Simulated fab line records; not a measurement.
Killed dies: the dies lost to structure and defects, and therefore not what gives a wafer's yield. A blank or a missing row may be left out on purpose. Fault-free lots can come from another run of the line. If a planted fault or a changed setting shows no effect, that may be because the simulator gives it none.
fab line records	flow n5_finfet
record: lots: 9	wafers: 26	last_day: 16
route steps=1938 shown BEOL_M4@1111 BEOL_M9@1446 PASSIVATION@1936
lots that met no fault: taken from a fault-free run of the same line
start_h: hours from the record's opening day to when the first of the lot's shown wafers began	wait_h: hours since the lot's step before	" identical to the entry in the row above	L1.1+2: one row covering several wafers at once	- no value present, or no start provided	* or withheld: withheld	< > ~ a bound
route shown NAME@n: a module of which the file shows steps, and the number in the route of the first	usual: mean/standard deviation taken from wafers without a fault	same: alike in all rows	chamber/n: place in a boat	sites: each site's reading	_std_site: the values' standard deviation	_edge_site: the outer-site mean with the inner-site mean subtracted	radius_mm: how far each site lies from the wafer's centre	mask NAME#n: copy n	behind: tool/chamber where the wafer was last shaped	hold: why the lot was held/for how many hours/how that ended	device: names the non-switching transistor (n, p or np)	end of line: the route-end tests of the same wafers	step lacking rows: just its recipe	killed: the dies lost at the first sort to structure and to defects; this is not the yield of the wafer	map: dies across one wafer; x = killed, . = not, _ = none there
set.NAME: setting as actually run; set.NAME@STEP: the setting as run at that earlier step	model.NAME: the simulator's own value behind a step, which no gauge read
steps of the route over a sample of lots; a table a step, a row a wafer
services: a tool's chamber out of use, with start hour (start_h, from the record's first day; less than 0 if before it), hours out, and reason
== steps ==
step: N5_BEOL_M4_RC_MEAS_101
usual: DIBL_N: 36.6/2.1	DIBL_P: 36.5/2.7	IOFF_N: 0.17/0.043	IOFF_P: 0.22/0.045	ION_N: 674/17	ION_P: 461/9.9	SS_N: 71.7/0.79	SS_P: 73.4/0.79	VT_N: 249/4	VT_P: -250/3.3
lot.wafer	tool	chamber	start_h	wait_h	DIBL_N[mV/V]	DIBL_P[mV/V]	IOFF_N[nA/um]	IOFF_P[nA/um]	ION_N[uA/um]	ION_P[uA/um]	SS_N[mV/dec]	SS_P[mV/dec]	VT_N[mV]	VT_P[mV]
L332.2	prober-01	0	188.87	0.2	33.1	33.5	0.10	0.14	647	443	70.5	71.6	258	-256
L332.4	"	0	"	"	34.9	36.1	0.14	0.18	658	454	71.3	73.0	252	-254
L332.5	"	0	"	"	38.3	39.8	0.22	0.24	696	469	72.1	73.2	244	-251
L335.2	prober-02	0	200.10	0.2	34.9	34.8	0.16	0.26	695	487	71.3	72.6	249	-244
L335.3	"	0	"	"	35.6	34.2	0.17	0.25	653	460	71.6	73.1	250	-245
L335.4	"	0	"	"	36.0	34.3	0.17	0.25	679	465	71.9	73.2	248	-246
L337.3	prober-02	0	215.73	0.3	39.5	41.3	0.25	0.30	692	469	73.0	74.9	244	-246
L337.4	"	0	"	"	39.0	40.2	0.25	0.30	689	468	72.0	74.1	242	-245
L337.6	"	0	"	"	37.1	36.6	0.20	0.23	687	465	72.0	73.9	248	-246
L350.1	prober-01	0	267.84	0.0	37.2	37.6	0.17	0.22	658	452	71.1	74.0	250	-249
L350.4	"	0	"	"	38.0	39.5	0.20	0.25	682	465	72.1	73.7	245	-248
L350.5	"	0	"	"	35.6	34.8	0.15	0.18	673	455	71.3	73.8	251	-250
L345.1	prober-02	0	269.86	0.0	35.7	36.7	0.15	0.22	667	466	71.7	73.9	253	-248
L345.3	"	0	"	"	36.4	37.6	0.16	0.24	666	466	71.9	73.5	252	-247
L345.5	"	0	"	"	35.5	36.8	0.14	0.22	673	465	70.7	73.5	252	-249
L347.3	prober-01	0	269.98	0.3	39.8	41.0	0.22	0.27	696	465	72.8	74.6	245	-246
L347.4	"	0	"	"	36.4	36.3	0.14	0.19	658	452	71.2	72.9	255	-252
L347.6	"	0	"	"	31.1	30.7	0.09	0.13	644	447	69.8	72.0	257	-255
L348.1	prober-02	0	274.00	0.0	37.2	38.4	0.15	0.22	660	455	72.0	73.3	252	-249
L348.4	"	0	"	"	39.3	40.1	0.21	0.26	677	462	72.3	73.8	245	-247
L348.6	"	0	"	"	35.4	35.7	0.14	0.18	668	460	71.1	72.7	248	-250
L349.1	prober-02	0	275.77	0.0	37.5	37.3	0.21	0.22	678	460	71.7	73.9	244	-250
L349.4	"	0	"	"	36.2	36.1	0.18	0.20	699	469	71.6	73.4	246	-250
L352.2	prober-02	0	284.37	0.2	35.6	35.6	0.15	0.19	665	447	71.4	73.5	252	-254
L352.5	"	0	"	"	35.8	36.1	0.16	0.19	681	456	71.3	73.6	250	-254
L352.6	"	0	"	"	37.1	37.1	0.19	0.22	673	449	72.3	73.9	246	-253
step: N5_BEOL_M9_TRENCH_ETCH_37
recipe: chemistry: C4F6/O2	target_depth_a: 1514.3	target: SiCOH_lowk	time_s: 49	ion_energy_ev: 250	pressure_mtorr: 30	source_w: 345	bias_w: 185	Ar_flow_sccm: 300	C4F6_flow_sccm: 10	O2_flow_sccm: 10
usual: C4F6_flow_sccm: 10.001/0.028	drypump_motor_current_A: 5.6/0.46	oes_o_777_au: 0.81/0.11	oes_product_au: 0.81/0.1	rf_vpp_V: 668/20	showerhead_plenum_p_Torr: 2.88/0.096	throttle_valve_pct: 20.9/0.3
lot.wafer	tool	chamber	start_h	wait_h	C4F6_flow_sccm	drypump_motor_current_A	oes_o_777_au	oes_product_au	rf_hours_counter_h	rf_vpp_V	showerhead_plenum_p_Torr	throttle_valve_pct
L332.2	rie_diel-02	2	-	-	10.014	5.7	1.02	1.00	1	651	2.82	21.0
L332.4	"	3	"	"	9.962	5.4	0.83	0.86	48	672	3.00	20.7
L332.5	"	1	"	"	10.025	5.9	0.72	0.70	-	659	2.95	21.2
L335.2	rie_diel-05	2	-	-	10.009	5.8	0.90	0.89	39	650	2.76	20.5
L335.3	"	0	"	"	9.998	6.5	0.70	0.71	211	693	2.97	21.5
L335.4	"	2	"	"	10.035	5.8	0.89	0.89	-	649	2.76	20.5
L337.3	rie_diel-04	2	-	-	10.007	4.9	0.83	0.79	109	632	2.87	20.9
L337.4	"	3	"	"	9.980	5.0	0.79	0.85	-	679	2.93	20.7
L337.6	"	0	"	"	9.969	5.3	0.94	0.88	-	702	3.00	20.4
L347.3	rie_diel-02	3	-	-	9.956	5.4	0.81	0.83	74	672	2.98	20.7
L347.4	"	2	"	"	9.978	5.6	0.94	0.92	20	651	2.81	21.1
L347.6	"	3	"	"	9.975	5.4	0.81	0.82	-	675	2.98	20.7
L350.1	rie_diel-02	1	-	-	9.990	5.9	0.70	0.69	221	660	2.93	21.3
L350.4	"	3	"	"	10.004	5.4	0.81	0.82	75	673	2.98	20.7
L350.5	"	1	"	"	9.985	5.8	0.70	0.69	-	658	2.93	21.2
L345.1	rie_diel-02	2	-	-	9.981	5.7	0.95	0.92	20	652	2.81	21.0
L345.3	"	0	"	"	10.004	6.0	0.68	0.70	229	680	2.81	21.1
L345.5	"	2	"	"	9.989	5.7	0.94	0.92	-	653	2.81	21.1
L348.1	rie_diel-02	2	-	-	9.985	5.7	0.93	0.90	24	652	2.81	21.1
L348.4	"	3	"	"	9.932	5.4	0.80	0.82	78	672	2.98	20.7
L348.6	"	2	"	"	9.980	5.7	0.93	0.90	-	652	2.81	21.1
L349.1	rie_diel-05	0	-	-	9.996	6.5	0.68	0.68	237	692	2.96	21.5
L349.4	"	3	"	"	9.978	5.3	0.92	0.90	-	656	2.75	20.8
L352.2	rie_diel-02	2	-	-	10.007	5.6	0.92	0.89	24	652	2.81	21.1
L352.5	"	0	"	"	10.053	5.9	0.69	0.69	-	680	2.81	21.1
L352.6	"	3	"	"	9.970	5.4	0.80	0.82	-	673	2.98	20.7
step: N5_BEOL_M9_PRE_CLEAN_45
recipe: gas: H2/He	time_s: 30	temp_c: 250
usual: heater_power_w: 343/49
lot.wafer	tool	chamber	start_h	wait_h	heater_power_w
L332.2	pvd_sputter-03	-	229.22	0.0	302
L332.4	"	-	"	"	317
L332.5	"	-	"	"	314
L335.2	pvd_sputter-02	-	244.60	0.0	306
L335.3	"	-	"	"	405
L335.4	"	-	"	"	359
L337.3	pvd_sputter-01	-	259.56	0.0	351
L337.4	"	-	"	"	314
L337.6	"	-	"	"	466
L347.3	pvd_sputter-01	-	314.15	0.0	454
L347.4	"	-	"	"	349
L347.6	"	-	"	"	445
L350.1	pvd_sputter-01	-	314.77	0.0	350
L350.4	"	-	"	"	349
L350.5	"	-	"	"	459
L345.1	pvd_sputter-01	-	315.49	0.0	454
L345.3	"	-	"	"	340
L345.5	"	-	"	"	361
L348.1	pvd_sputter-02	-	326.00	0.0	285
L348.4	"	-	"	"	363
L348.6	"	-	"	"	394
L349.1	pvd_sputter-02	-	326.08	0.0	285
L349.4	"	-	"	"	311
L352.2	pvd_sputter-01	-	326.70	0.0	451
L352.5	"	-	"	"	342
L352.6	"	-	"	"	450
step: N5_BEOL_M9_ALD_74
recipe: material: TaN	target_thk_a: 20	temp_c: 275	ald_precursor_family: PDMAT	ald_co_reactant: NH3	pressure_torr: 3	carrier_flow_sccm: 1500	pulse_time_s: 2	purge_time_s: 3	co_reactant_purge_time_s: 2	co_reactant_pulse_time_s: 3	ald_cycles: 40	precursor_vessel_temp_c: 75	precursor_vessel_pressure_torr: 26.25	precursor_vessel_carrier_sccm: 1000
usual: ald_cycles: 40/0	chamber_pressure_Torr: 3.000/0.0068	heater_power_w: 427/59	precursor_vessel_carrier_sccm: 999.7/2.9
lot.wafer	tool	chamber	start_h	wait_h	ald_cycles	chamber_pressure_Torr	heater_power_w	precursor_vessel_carrier_sccm
L332.2	ald_metal-01	3	229.51	0.3	40	3.014	399	1000.9
L332.4	"	2	"	"	40	3.010	446	998.8
L332.5	"	0	"	"	40	2.999	384	997.8
L335.2	ald_metal-01	2	244.66	0.0	40	3.014	442	1000.0
L335.3	"	0	"	"	40	3.006	392	999.9
L335.4	"	1	"	"	40	2.990	437	1001.7
L337.3	ald_metal-02	3	259.62	0.0	40	2.997	382	1000.9
L337.4	"	1	"	"	40	2.993	547	1004.1
L337.6	"	1	"	"	40	2.996	557	1005.9
L347.3	ald_metal-02	3	314.24	0.1	-	-	-	-
L347.4	"	0	"	"	-	-	-	-
L347.6	"	2	"	"	-	-	-	-
L350.1	ald_metal-02	0	314.83	0.0	40	2.985	505	1000.7
L350.4	"	3	"	"	40	2.998	384	999.7
L350.5	"	1	"	"	40	3.000	534	997.8
L345.1	ald_metal-01	0	315.61	0.1	-	-	-	-
L345.3	"	3	"	"	-	-	-	-
L345.5	"	3	"	"	-	-	-	-
L348.1	ald_metal-01	1	326.10	0.1	40	2.992	435	999.5
L348.4	"	0	"	"	40	3.004	397	1004.5
L348.6	"	3	"	"	40	3.010	408	998.6
L349.1	ald_metal-02	0	326.33	0.2	40	2.984	486	998.5
L349.4	"	2	"	"	40	2.995	400	1000.9
L352.2	ald_metal-02	2	326.76	0.0	40	2.999	413	1003.1
L352.5	"	1	"	"	40	3.010	532	998.0
L352.6	"	2	"	"	40	2.998	411	1002.3
step: N5_BEOL_M9_SURFACE_TREAT_79
recipe: gas: Ar	time_s: *	ion_energy_ev: *	ion_current_ma_cm2: 0.5	pressure_mtorr: *	ar_flow_sccm: 30
usual: throttle_valve_pct: *
lot.wafer	tool	chamber	start_h	wait_h	throttle_valve_pct
L332.2	pvd_sputter-03	-	231.18	1.5	*
L332.4	"	-	"	"	*
L332.5	"	-	"	"	*
L335.2	pvd_sputter-01	-	245.11	0.3	*
L335.3	"	-	"	"	*
L335.4	"	-	"	"	*
L337.3	pvd_sputter-01	-	259.96	0.2	*
L337.4	"	-	"	"	*
L337.6	"	-	"	"	*
L347.3	pvd_sputter-01	-	314.65	0.3	*
L347.4	"	-	"	"	*
L347.6	"	-	"	"	*
L350.1	pvd_sputter-01	-	315.37	0.4	*
L350.4	"	-	"	"	*
L350.5	"	-	"	"	*
L345.1	pvd_sputter-02	-	315.94	0.2	*
L345.3	"	-	"	"	*
L345.5	"	-	"	"	*
L348.1	pvd_sputter-02	-	326.46	0.2	*
L348.4	"	-	"	"	*
L348.6	"	-	"	"	*
L349.1	pvd_sputter-01	-	326.62	0.2	*
L349.4	"	-	"	"	*
L352.2	pvd_sputter-01	-	327.06	0.2	*
L352.5	"	-	"	"	*
L352.6	"	-	"	"	*
step: N5_BEOL_M9_CMP_52
recipe: stop_on: SiCOH_lowk	t_overpolish_s: 7	down_force_psi: 1	platen_rpm: 50	clearing_platen_down_force_psi: 1.5	clearing_platen_rpm: 50	post_cmp_clean: cu_alkaline	target_thk_nm: 140	clearing_platen_pad_velocity_m_s: 0.99484	pad_velocity_m_s: 0.99484
usual: barrier_field_endpoint_s: 28.7/0.78	clearing_platen_down_force_psi: 1.500/0.0032	clearing_platen_rpm: 50.003/0.028	edge_zone_pressure_frac: 1.000/0.0047	motor_current_A: 6.1/0.62
lot.wafer	tool	chamber	start_h	wait_h	barrier_field_endpoint_s	clearing_platen_down_force_psi	clearing_platen_rpm	edge_zone_pressure_frac	motor_current_A
L332.4	cmp-03	2	232.30	0.1	28.8	1.502	50.005	0.995	6.0
L332.2	"	0	"	"	27.7	1.499	50.039	0.995	5.1
L332.5	"	2	"	"	29.1	1.500	49.998	0.998	6.1
L335.3	cmp-03	0	246.21	0.3	29.5	1.493	49.997	1.000	5.5
L335.4	"	1	"	"	28.6	1.498	50.017	1.004	7.2
L335.2	"	3	"	"	28.0	1.495	49.974	0.996	5.5
L337.4	cmp-03	0	260.77	0.1	29.4	1.501	50.013	1.009	5.4
L337.3	"	2	"	"	29.8	1.503	50.000	1.002	6.3
L337.6	"	0	"	"	29.0	1.506	49.965	1.007	5.4
L347.3	cmp-04	0	315.66	0.2	25.4	1.496	49.992	1.007	6.1
L347.4	"	1	"	"	25.2	1.500	50.059	1.005	6.0
L347.6	"	3	"	"	25.2	1.505	50.031	1.007	6.5
L350.4	cmp-03	3	316.21	0.2	28.5	1.494	49.956	0.997	5.5
L350.1	"	0	"	"	28.2	1.501	49.996	0.998	5.4
L350.5	"	1	"	"	29.5	1.497	50.009	1.004	6.7
L345.1	cmp-02	0	316.68	0.3	26.0	1.503	49.999	1.006	5.9
L345.3	"	3	"	"	26.6	1.500	49.978	0.992	5.1
L345.5	"	0	"	"	26.9	1.503	50.006	0.999	5.8
L349.4	cmp-04	2	327.52	0.3	29.1	1.499	50.016	1.004	5.6
L349.1	"	3	"	"	28.4	1.503	50.024	1.001	6.4
L348.1	cmp-03	1	327.56	0.5	28.1	1.495	49.981	1.002	7.5
L348.4	"	2	"	"	28.9	1.504	49.967	0.991	6.5
L348.6	"	3	"	"	27.5	1.503	49.971	0.998	5.7
L352.2	cmp-03	3	328.35	0.4	27.4	1.498	50.002	1.000	5.4
L352.5	"	3	"	"	28.4	1.497	49.972	0.993	5.7
L352.6	"	0	"	"	28.5	1.502	49.994	0.996	5.3
step: N5_PASSIVATION_PROBE_49
usual: defect_limited_yield: 91.5/1.7	killed_at_M0_to_M3: 33/11	killed_at_M4_up: 13/5.2	killed_at_contacts: 11/5.7	killed_at_front_end: 39/11	killed_at_other: 4/3	killed_dies: 101/20	killed_on_rim: 13/4.1	killed_open: 66/15	killed_short: 33/8.4	sort_bin_4_leakage: 0.01/0.073	sort_bin_5_function: 5.0/1.1	sort_bin_6_memory: 3.2/0.69	sort_n_pass: 1078/20	sort_yield_pct: 91.4/1.7
same: gross_dies: 1180	killed_at_back_side: 0	sort_bin_8_speed[%]: 0
lot.wafer	tool	chamber	start_h	wait_h	defect_limited_yield[%]	killed_at_M0_to_M3	killed_at_M4_up	killed_at_contacts	killed_at_front_end	killed_at_other	killed_dies	killed_on_rim	killed_open	killed_short	sort_bin_4_leakage[%]	sort_bin_5_function[%]	sort_bin_6_memory[%]	sort_n_pass	sort_yield_pct[%]
L332.2	prober-02	-	288.10	0.1	92.0	31	23	7	32	1	94	8	63	28	0	5.3	2.1	1086	92.0
L332.4	prober-02	-	288.20	0.2	91.2	38	14	4	43	5	104	17	67	34	0	5.4	3.1	1076	91.2
L332.5	prober-02	-	288.25	0.2	92.3	38	12	4	37	0	91	12	59	30	0	4.3	3.2	1089	92.3
L335.2	prober-01	-	308.13	0.1	91.4	26	19	13	35	9	102	10	67	35	0	5.0	3.6	1078	91.4
L335.3	prober-01	-	308.18	0.1	92.5	28	7	11	31	12	89	7	38	49	0	4.1	3.1	1091	92.5
L335.4	prober-01	-	308.23	0.2	90.9	23	15	19	41	9	107	14	65	39	0	5.0	3.5	1073	90.9
L337.3	prober-01	-	320.07	0.1	89.6	41	15	10	57	0	123	9	76	44	0	5.7	4.4	1057	89.6
L337.4	prober-01	-	320.12	0.2	90.4	23	31	16	41	2	113	16	81	31	0.08	5.6	3.7	1066	90.3
L337.6	prober-01	-	320.22	0.3	93.0	32	15	19	15	2	83	16	53	25	0	3.6	3.0	1097	93.0
L345.1	prober-02	-	371.46	0.0	0	30	1099	8	38	5	1180	152	57	26	92.88	4.0	3.1	0	0
L345.3	prober-02	-	371.56	0.1	0	20	1106	8	45	1	1180	152	53	25	93.31	3.9	2.5	0	0
L345.5	prober-02	-	371.66	0.2	0	26	1111	5	36	2	1180	152	52	24	93.56	3.4	2.9	0	0
L347.3	prober-01	-	372.64	0.1	0	40	1087	4	43	6	1180	152	71	40	90.59	4.7	4.2	0	0
L347.4	prober-01	-	372.69	0.2	0	39	1100	4	33	4	1180	152	65	30	91.95	5.3	2.7	0	0
L347.6	prober-01	-	372.79	0.3	0	34	1077	11	46	12	1180	152	65	52	90.08	5.8	3.4	0	0
L350.1	prober-01	-	378.54	0.0	93.5	21	6	5	39	6	77	15	36	33	0	3.7	1.9	1103	93.5
L350.4	prober-01	-	378.69	0.2	90.2	52	19	9	28	8	116	13	63	51	0	5.8	3.5	1064	90.2
L350.5	prober-01	-	378.74	0.2	93.3	24	12	4	34	5	79	9	65	13	0	3.6	2.9	1101	93.3
L349.1	prober-02	-	382.02	0.0	90.4	38	14	3	56	2	113	16	62	46	0	5.2	3.6	1067	90.4
L349.4	prober-02	-	382.17	0.2	91.6	42	13	4	38	2	99	17	63	36	0	5.2	3.1	1081	91.6
L348.1	prober-02	-	385.93	0.0	93.2	21	10	8	39	2	80	12	52	28	0	4.6	1.8	1100	93.2
L348.4	prober-02	-	386.08	0.2	92.4	26	16	11	33	4	90	17	60	30	0	4.5	3.1	1090	92.4
L348.6	prober-02	-	386.18	0.3	91.4	30	13	5	50	3	101	13	69	30	0	4.3	3.9	1079	91.4
L352.2	prober-01	-	386.72	0.1	91.6	25	16	8	45	5	99	13	69	29	0	4.2	4.0	1081	91.6
L352.5	prober-01	-	386.87	0.2	92.5	33	7	11	31	7	89	8	51	36	0	4.2	2.9	1091	92.5
L352.6	prober-01	-	386.92	0.3	92.1	36	6	20	26	5	93	9	64	28	0	4.3	3.3	1087	92.1
killed by level:class
L332.2 BEOL_M1:geometric_particle:open=11 BEOL_M4:geometric_particle:open=10 FIN_SAQP:geometric_particle:short=7 MOL_CONTACT_COAG:geometric_particle:open=6 STI_FIN_REVEAL:geometric_particle:open=6 FIN_SAQP:geometric_particle:open=4 BEOL_M2:geometric_particle:open=4 BEOL_M3:geometric_particle:open=4
L332.4 BEOL_M1:geometric_particle:open=14 STI_FIN_REVEAL:geometric_particle:open=12 BEOL_M0_SAQP:geometric_particle:open=8 FIN_SAQP:geometric_particle:short=6 BEOL_M0_SAQP:geometric_particle:short=6 DUMMY_GATE:geometric_particle:open=5 STI_FIN_REVEAL:geometric_particle:short=4 BEOL_M4:geometric_particle:open=4
L332.5 STI_FIN_REVEAL:geometric_particle:open=13 BEOL_M1:geometric_particle:open=9 BEOL_M0_SAQP:geometric_particle:open=7 FIN_SAQP:geometric_particle:open=6 FIN_SAQP:geometric_particle:short=6 BEOL_M2:geometric_particle:short=6 BEOL_M3:geometric_particle:open=5 MOL_CONTACT_COAG:geometric_particle:open=4
L335.2 BEOL_M0_SAQP:geometric_particle:short=13 MOL_CONTACT_COAG:geometric_particle:open=12 STI_FIN_REVEAL:geometric_particle:open=11 BEOL_M4:geometric_particle:open=8 BEOL_M2:geometric_particle:open=6 DUMMY_GATE:geometric_particle:open=5 ILD0:geometric_particle:open=4 BEOL_M4:geometric_particle:short=4
L335.3 FIN_SAQP:geometric_particle:short=11 MOL_CONTACT_COAG:geometric_particle:open=6 BEOL_M0_SAQP:geometric_particle:short=6 PASS1_CAP:geometric_particle:short=6 BEOL_M0_SAQP:geometric_particle:open=5 FIN_SAQP:geometric_particle:open=4 GATE_CUT:geometric_particle:short=4 MOL_CONTACT_COAG:geometric_particle:short=4
L335.4 MOL_CONTACT_COAG:geometric_particle:open=13 FIN_SAQP:geometric_particle:short=11 BEOL_M3:geometric_particle:open=9 FIN_SAQP:geometric_particle:open=7 BEOL_M4:geometric_particle:open=7 ILD0:geometric_particle:open=5 MOL_CONTACT_COAG:geometric_particle:short=4 BEOL_M0_SAQP:geometric_particle:open=4
L337.3 FIN_SAQP:geometric_particle:open=13 STI_FIN_REVEAL:geometric_particle:open=13 BEOL_M0_SAQP:geometric_particle:short=12 BEOL_M0_SAQP:geometric_particle:open=11 FIN_SAQP:geometric_particle:short=10 GATE_CUT:geometric_particle:short=9 BEOL_M4:geometric_particle:open=8 MOL_CONTACT_COAG:geometric_particle:open=7
L337.4 MOL_CONTACT_COAG:geometric_particle:open=15 BEOL_M4:geometric_particle:open=13 FIN_SAQP:geometric_particle:open=12 BEOL_M4:geometric_particle:short=7 DUMMY_GATE:geometric_particle:open=6 BEOL_M0_SAQP:geometric_particle:open=6 GATE_CUT:geometric_particle:open=5 BEOL_M0_SAQP:geometric_particle:short=5
L337.6 MOL_CONTACT_COAG:geometric_particle:open=16 BEOL_M3:geometric_particle:open=9 BEOL_M1:geometric_particle:open=5 BEOL_M1:geometric_particle:short=5 STI_FIN_REVEAL:geometric_particle:open=4 BEOL_M0_SAQP:geometric_particle:short=4 BEOL_M4:geometric_particle:open=4 GATE_CUT:geometric_particle:short=3
L345.1 BEOL_M9:area_ald=1095 BEOL_M0_SAQP:geometric_particle:open=12 STI_FIN_REVEAL:geometric_particle:open=11 MOL_CONTACT_COAG:geometric_particle:open=7 BEOL_M3:geometric_particle:open=7 GATE_CUT:geometric_particle:short=4 FIN_SAQP:geometric_particle:short=3 STI_FIN_REVEAL:geometric_particle:short=3
L345.3 BEOL_M9:area_ald=1101 STI_FIN_REVEAL:geometric_particle:open=19 MOL_CONTACT_COAG:geometric_particle:open=7 BEOL_M3:geometric_particle:open=5 FIN_SAQP:geometric_particle:short=4 BEOL_M1:geometric_particle:open=4 STI_FIN_REVEAL:geometric_particle:short=3 ILD0:geometric_particle:open=3
L345.5 BEOL_M9:area_ald=1104 STI_FIN_REVEAL:geometric_particle:open=11 FIN_SAQP:geometric_particle:open=8 BEOL_M0_SAQP:geometric_particle:open=7 STI_FIN_REVEAL:geometric_particle:short=5 BEOL_M1:geometric_particle:open=5 BEOL_M0_SAQP:geometric_particle:short=4 MOL_CONTACT_COAG:geometric_particle:open=4
L347.3 BEOL_M9:area_ald=1069 BEOL_M0_SAQP:geometric_particle:short=15 STI_FIN_REVEAL:geometric_particle:open=11 FIN_SAQP:geometric_particle:open=9 BEOL_M0_SAQP:geometric_particle:open=9 BEOL_M5:geometric_particle:open=8 FIN_SAQP:geometric_particle:short=6 BEOL_M2:geometric_particle:open=6
L347.4 BEOL_M9:area_ald=1083 BEOL_M0_SAQP:geometric_particle:short=12 STI_FIN_REVEAL:geometric_particle:open=11 BEOL_M0_SAQP:geometric_particle:open=11 BEOL_M4:geometric_particle:open=7 BEOL_M2:geometric_particle:open=7 GATE_CUT:geometric_particle:open=5 MOL_CONTACT_COAG:geometric_particle:open=4
L347.6 BEOL_M9:area_ald=1063 BEOL_M0_SAQP:geometric_particle:short=14 BEOL_M0_SAQP:geometric_particle:open=10 DUMMY_GATE:geometric_particle:open=8 MOL_CONTACT_COAG:geometric_particle:open=8 BEOL_M4:geometric_particle:open=6 FIN_SAQP:geometric_particle:short=5 DUMMY_GATE:geometric_particle:short=5
L350.1 HKMG_FIN:area_etch=8 FIN_SAQP:geometric_particle:short=7 BEOL_M0_SAQP:geometric_particle:short=7 STI_FIN_REVEAL:geometric_particle:open=6 MOL_CONTACT_COAG:geometric_particle:open=5 BEOL_M0_SAQP:geometric_particle:open=5 STI_FIN_REVEAL:geometric_particle:short=3 DUMMY_GATE:geometric_particle:open=3
L350.4 BEOL_M0_SAQP:geometric_particle:short=18 BEOL_M4:geometric_particle:open=11 BEOL_M0_SAQP:geometric_particle:open=10 STI_FIN_REVEAL:geometric_particle:open=9 STARTING-WAFER:geometric_particle:short=7 MOL_CONTACT_COAG:geometric_particle:open=6 BEOL_M1:geometric_particle:open=6 BEOL_M2:geometric_particle:open=5
L350.5 BEOL_M0_SAQP:geometric_particle:open=10 STI_FIN_REVEAL:geometric_particle:open=8 FIN_SAQP:geometric_particle:open=7 BEOL_M4:geometric_particle:open=7 BEOL_M3:geometric_particle:open=6 FIN_SAQP:geometric_particle:short=5 MOL_CONTACT_COAG:geometric_particle:open=4 STARTING-WAFER:geometric_particle:open=4
L349.1 BEOL_M0_SAQP:geometric_particle:short=17 BEOL_M0_SAQP:geometric_particle:open=12 FIN_SAQP:geometric_particle:open=9 GATE_CUT:geometric_particle:short=9 FIN_SAQP:geometric_particle:short=8 GATE_CUT:geometric_particle:open=8 BEOL_M4:geometric_particle:open=7 STI_FIN_REVEAL:geometric_particle:open=4
L349.4 GATE_CUT:geometric_particle:short=10 BEOL_M0_SAQP:geometric_particle:open=9 BEOL_M1:geometric_particle:open=9 FIN_SAQP:geometric_particle:open=8 BEOL_M0_SAQP:geometric_particle:short=8 BEOL_M2:geometric_particle:open=8 FIN_SAQP:geometric_particle:short=5 GATE_CUT:geometric_particle:open=5
L348.1 FIN_SAQP:geometric_particle:short=11 FIN_SAQP:geometric_particle:open=9 STI_FIN_REVEAL:geometric_particle:open=8 MOL_CONTACT_COAG:geometric_particle:open=7 BEOL_M1:geometric_particle:open=6 BEOL_M0_SAQP:geometric_particle:short=6 BEOL_M4:geometric_particle:open=6 DUMMY_GATE:geometric_particle:open=5
L348.4 STI_FIN_REVEAL:geometric_particle:open=9 MOL_CONTACT_COAG:geometric_particle:open=8 FIN_SAQP:geometric_particle:open=7 FIN_SAQP:geometric_particle:short=6 BEOL_M3:geometric_particle:open=6 BEOL_M2:geometric_particle:open=5 BEOL_M0_SAQP:geometric_particle:open=5 BEOL_M0_SAQP:geometric_particle:short=5
L348.6 FIN_SAQP:geometric_particle:open=14 FIN_SAQP:geometric_particle:short=9 DUMMY_GATE:geometric_particle:open=9 BEOL_M2:geometric_particle:open=8 STI_FIN_REVEAL:geometric_particle:open=7 BEOL_M0_SAQP:geometric_particle:open=5 BEOL_M4:geometric_particle:open=5 BEOL_M5:geometric_particle:open=5
L352.2 BEOL_M3:geometric_particle:open=9 STI_FIN_REVEAL:geometric_particle:open=8 GATE_CUT:geometric_particle:short=8 FIN_SAQP:geometric_particle:open=7 MOL_CONTACT_COAG:geometric_particle:open=7 GATE_CUT:geometric_particle:open=6 FIN_SAQP:geometric_particle:short=5 BEOL_M4:geometric_particle:open=5
L352.5 BEOL_M0_SAQP:geometric_particle:short=9 BEOL_M3:geometric_particle:open=9 FIN_SAQP:geometric_particle:open=8 GATE_CUT:geometric_particle:short=8 MOL_CONTACT_COAG:geometric_particle:open=7 FIN_SAQP:geometric_particle:short=5 BEOL_M0_SAQP:geometric_particle:open=5 BEOL_M2:geometric_particle:open=5
L352.6 MOL_CONTACT_COAG:geometric_particle:open=16 BEOL_M3:geometric_particle:open=12 BEOL_M3:geometric_particle:short=7 BEOL_M2:geometric_particle:open=6 BEOL_M0_SAQP:geometric_particle:open=6 FIN_SAQP:geometric_particle:open=5 STI_FIN_REVEAL:geometric_particle:open=5 FIN_SAQP:geometric_particle:short=4
== services ==
tool	chamber	start_h	hours	kind
rie_diel-02	2	204.99	-	clean
rie_diel-02	2	204.99	-	consumable_replace:focus_ring
rie_diel-02	2	204.99	19.7	scheduled_down
rie_diel-02	2	204.99	19.7	vent_cycle
ald_metal-01	-	206.61	2.8	pm
cmp-04	-	212.82	0.3	repair
cmp-04	-	227.49	4.0	pm
rie_diel-05	-	229.87	0.2	repair
cmp-03	-	237.91	4.0	pm
cmp-03	-	241.91	-	consumable_replace:conditioner
cmp-03	-	241.91	-	consumable_replace:pad
ald_metal-01	-	245.27	1.1	repair
cmp-02	-	258.41	2.0	repair
cmp-03	-	261.62	0.7	repair
cmp-02	-	262.26	0.8	repair
rie_diel-02	2	266.68	5.1	repair
cmp-03	-	272.80	6.5	pm
cmp-04	-	276.78	0.6	repair
cmp-03	-	286.88	18.2	pm
cmp-04	-	296.31	1.8	repair
rie_diel-05	-	319.34	2.8	pm
rie_diel-04	0	324.21	1.2	repair
ald_metal-01	2	325.11	29.9	repair
cmp-02	-	325.52	3.7	pm
== key ==
first_sign: step: N5_BEOL_M9_ALD_74	reading: tool_record	direction: missing
effect: step: N5_BEOL_M9_CMP_52	reading: barrier_field_endpoint_s	direction: down	sigmas: 3.6	usual: 28.7	struck: 25.9
effect: step: N5_PASSIVATION_PROBE_49	reading: sort_bin_4_leakage	direction: up	sigmas: 99+	usual: 0.01	struck: 92.06
more_kills_born_at: N5_BEOL_M9_ALD_74@ald_metal-01: 3301	N5_BEOL_M9_ALD_74@ald_metal-02: 3217
met_at N5_BEOL_M9_ALD_74
struck_lots L345,L347
later_rows_left_out L345.1,L345.3,L345.5,L347.3,L347.4,L347.6
not_acting_at N5_BEOL_M9_TRENCH_ETCH_37,N5_BEOL_M9_PRE_CLEAN_45,N5_BEOL_M9_SURFACE_TREAT_79
onset_between 259.62 314.24
fault: kind: skipped_step_whole	tool: ald_metal-01,ald_metal-02	chamber: -	onset_h: 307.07	steps: N5_BEOL_M9_ALD_74	scope: struck_lots_only
later_rows_left_out: the simulator's readings of these wafers behind a module that went badly wrong aren't trusted and aren't shown, but for the sort
